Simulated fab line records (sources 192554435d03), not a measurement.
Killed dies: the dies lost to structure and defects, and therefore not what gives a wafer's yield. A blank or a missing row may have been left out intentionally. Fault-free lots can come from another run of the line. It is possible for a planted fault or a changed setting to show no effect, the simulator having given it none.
Chamber matching | flow n5_finfet | rie_diel-01 running N5_BEOL_M10_ETCH_62: 4 sister chambers
The step etches SOC in N2/H2, target depth 110 nm, overetch 22 nm, time 165 s. 8 wafers are shown with their chamber, then 8 later ones without.

WAFERS, EACH WITH ITS CHAMBER
wafer  | chamber | oes_product_au (a.u.) | throttle_valve_pct (%)
L076.2 | 3       | 0.57                  | 18.04
L077.5 | 3       | 0.57                  | 18.05
L079.3 | 1       | 0.68                  | 17.74
L079.4 | 0       | 0.70                  | 17.63
L083.4 | 0       | 0.69                  | 17.65
L083.5 | 2       | 0.73                  | 17.69
L083.6 | 1       | 0.68                  | 17.78
L084.2 | 2       | 0.72                  | 17.69

WAFERS WITHOUT THEIR CHAMBER
wafer  | oes_product_au (a.u.) | throttle_valve_pct (%)
L084.4 | 0.69                  | 17.68
L084.6 | 0.72                  | 17.70
L089.4 | 0.72                  | 17.68
L089.5 | 0.71                  | 17.70
L089.6 | 0.80                  | 17.71
L090.1 | 0.79                  | 17.70
L090.2 | 0.71                  | 17.71
L090.3 | 0.68                  | 17.68

THE CHAMBER EACH PASSED THROUGH
wafer  | from the rows above     | in truth
L084.4 | 0                       | 0
L084.6 | 2                       | 2
L089.4 | 2                       | 2
L089.5 | can't be placed: 2 or 0 | 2
L089.6 | 2                       | 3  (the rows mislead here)
L090.1 | 2                       | 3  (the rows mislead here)
L090.2 | 2                       | 2
L090.3 | can't be placed: 0 or 1 | 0
Correctly placed: 4 of 8. Unplaceable from these rows: 2, with the true chamber sitting among the candidates in 2. 2 placed wrongly.
How it was worked out, from the rows above alone: a wafer's distance from a chamber is the root of the sum, over the readings, of the square of ((its reading less the chamber's mean) divided by the reading's scatter). If the next closest chamber is less than 2 further off than the closest, the wafer can't be placed; otherwise it belongs to the closest. For every chamber, the mean is computed from those of its wafers that are shown. The scatter is the square root of a quotient: the sum, over the shown wafers, of each reading's squared deviation from its chamber's mean, divided by wafers minus chambers.
